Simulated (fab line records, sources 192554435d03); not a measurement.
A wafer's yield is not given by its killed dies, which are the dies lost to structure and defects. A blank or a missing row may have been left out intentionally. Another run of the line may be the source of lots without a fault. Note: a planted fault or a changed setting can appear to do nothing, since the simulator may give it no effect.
Chamber matching || flow n5-finfet || N5_FIN_SAQP_STRIP_77 on rie-diel-04: 4 sister chambers
The step strips in N2/H2, time 90 s. 18 wafers are shown with their chamber, then 9 later ones without.

== WAFERS, EACH WITH ITS CHAMBER ==
{"wafer": "L075.2", "chamber": 3, "drypump-motor-current-A (A)": 5.1, "showerhead-plenum-p-Torr (Torr)": 3.49, "oes-product-au (a.u.)": 0.74}
{"wafer": "L075.4", "chamber": 2, "drypump-motor-current-A (A)": 5.2, "showerhead-plenum-p-Torr (Torr)": 3.36, "oes-product-au (a.u.)": 0.74}
{"wafer": "L075.5", "chamber": 3, "drypump-motor-current-A (A)": 5.1, "showerhead-plenum-p-Torr (Torr)": 3.49, "oes-product-au (a.u.)": 0.74}
{"wafer": "L077.1", "chamber": 2, "drypump-motor-current-A (A)": 5.2, "showerhead-plenum-p-Torr (Torr)": 3.36, "oes-product-au (a.u.)": 0.74}
{"wafer": "L077.4", "chamber": 1, "drypump-motor-current-A (A)": 5.6, "showerhead-plenum-p-Torr (Torr)": 3.33, "oes-product-au (a.u.)": 0.71}
{"wafer": "L077.6", "chamber": 0, "drypump-motor-current-A (A)": 6.1, "showerhead-plenum-p-Torr (Torr)": 3.22, "oes-product-au (a.u.)": 0.71}
{"wafer": "L078.4", "chamber": 2, "drypump-motor-current-A (A)": 5.2, "showerhead-plenum-p-Torr (Torr)": 3.36, "oes-product-au (a.u.)": 0.74}
{"wafer": "L078.5", "chamber": 1, "drypump-motor-current-A (A)": 5.5, "showerhead-plenum-p-Torr (Torr)": 3.32, "oes-product-au (a.u.)": 0.69}
{"wafer": "L078.6", "chamber": 2, "drypump-motor-current-A (A)": 5.2, "showerhead-plenum-p-Torr (Torr)": 3.36, "oes-product-au (a.u.)": 0.74}
{"wafer": "L079.1", "chamber": 0, "drypump-motor-current-A (A)": 6.1, "showerhead-plenum-p-Torr (Torr)": 3.22, "oes-product-au (a.u.)": 0.71}
{"wafer": "L079.3", "chamber": 3, "drypump-motor-current-A (A)": 5.1, "showerhead-plenum-p-Torr (Torr)": 3.48, "oes-product-au (a.u.)": 0.74}
{"wafer": "L079.4", "chamber": 0, "drypump-motor-current-A (A)": 6.1, "showerhead-plenum-p-Torr (Torr)": 3.22, "oes-product-au (a.u.)": 0.71}
{"wafer": "L084.4", "chamber": 1, "drypump-motor-current-A (A)": 5.6, "showerhead-plenum-p-Torr (Torr)": 3.32, "oes-product-au (a.u.)": 0.99}
{"wafer": "L084.5", "chamber": 2, "drypump-motor-current-A (A)": 5.2, "showerhead-plenum-p-Torr (Torr)": 3.35, "oes-product-au (a.u.)": 0.73}
{"wafer": "L084.6", "chamber": 0, "drypump-motor-current-A (A)": 6.1, "showerhead-plenum-p-Torr (Torr)": 3.21, "oes-product-au (a.u.)": 0.70}
{"wafer": "L090.3", "chamber": 2, "drypump-motor-current-A (A)": 5.2, "showerhead-plenum-p-Torr (Torr)": 3.34, "oes-product-au (a.u.)": 0.72}
{"wafer": "L090.5", "chamber": 1, "drypump-motor-current-A (A)": 5.6, "showerhead-plenum-p-Torr (Torr)": 3.31, "oes-product-au (a.u.)": 0.94}
{"wafer": "L090.6", "chamber": 0, "drypump-motor-current-A (A)": 6.1, "showerhead-plenum-p-Torr (Torr)": 3.21, "oes-product-au (a.u.)": 0.69}

SIGNATURES (averages over the wafers above)
{"reading": "drypump-motor-current-A", "chamber 0": 6.100, "chamber 1": 5.575, "chamber 2": 5.200, "chamber 3": 5.100, "scatter within a chamber": 0.0231}
{"reading": "showerhead-plenum-p-Torr", "chamber 0": 3.2160, "chamber 1": 3.3200, "chamber 2": 3.3550, "chamber 3": 3.4867, "scatter within a chamber": 0.00725}
{"reading": "oes-product-au", "chamber 0": 0.7040, "chamber 1": 0.8325, "chamber 2": 0.7350, "chamber 3": 0.7400, "scatter within a chamber": 0.0719}
Rule: a wafer lies at a distance from a chamber equal to the root of the sum of squares, over the readings, of (its reading less the chamber's mean, divided by the reading's scatter). The wafer belongs to the nearest chamber; if the next one is less than 2 further off, it can't be placed. The scatter is the square root of a quotient: the sum, over the shown wafers, of each reading's squared deviation from its chamber's mean, divided by wafers minus chambers.

== WAFERS WHOSE CHAMBER IS MISSING ==
{"wafer": "L092.1", "drypump-motor-current-A (A)": 5.6, "showerhead-plenum-p-Torr (Torr)": 3.31, "oes-product-au (a.u.)": 0.93}
{"wafer": "L092.2", "drypump-motor-current-A (A)": 5.2, "showerhead-plenum-p-Torr (Torr)": 3.34, "oes-product-au (a.u.)": 0.70}
{"wafer": "L092.5", "drypump-motor-current-A (A)": 5.1, "showerhead-plenum-p-Torr (Torr)": 3.47, "oes-product-au (a.u.)": 0.70}
{"wafer": "L093.1", "drypump-motor-current-A (A)": 6.1, "showerhead-plenum-p-Torr (Torr)": 3.20, "oes-product-au (a.u.)": 0.69}
{"wafer": "L093.4", "drypump-motor-current-A (A)": 5.2, "showerhead-plenum-p-Torr (Torr)": 3.34, "oes-product-au (a.u.)": 0.71}
{"wafer": "L093.5", "drypump-motor-current-A (A)": 6.1, "showerhead-plenum-p-Torr (Torr)": 3.20, "oes-product-au (a.u.)": 0.69}
{"wafer": "L097.3", "drypump-motor-current-A (A)": 5.1, "showerhead-plenum-p-Torr (Torr)": 3.46, "oes-product-au (a.u.)": 0.70}
{"wafer": "L097.4", "drypump-motor-current-A (A)": 5.6, "showerhead-plenum-p-Torr (Torr)": 3.30, "oes-product-au (a.u.)": 0.92}
{"wafer": "L097.5", "drypump-motor-current-A (A)": 5.1, "showerhead-plenum-p-Torr (Torr)": 3.33, "oes-product-au (a.u.)": 0.71}

== CHAMBER TAKEN BY EACH ==
{"wafer": "L092.1", "from the rows above": 1, "in truth": 1}
{"wafer": "L092.2", "from the rows above": 2, "in truth": 2}
{"wafer": "L092.5", "from the rows above": 3, "in truth": 3}
{"wafer": "L093.1", "from the rows above": 0, "in truth": 0}
{"wafer": "L093.4", "from the rows above": 2, "in truth": 2}
{"wafer": "L093.5", "from the rows above": 0, "in truth": 0}
{"wafer": "L097.3", "from the rows above": 3, "in truth": 3}
{"wafer": "L097.4", "from the rows above": 1, "in truth": 1}
{"wafer": "L097.5", "from the rows above": 2, "in truth": 2}
Placed correctly: 9 of 9. Number that these rows cannot place: 0. Number placed wrongly: 0.
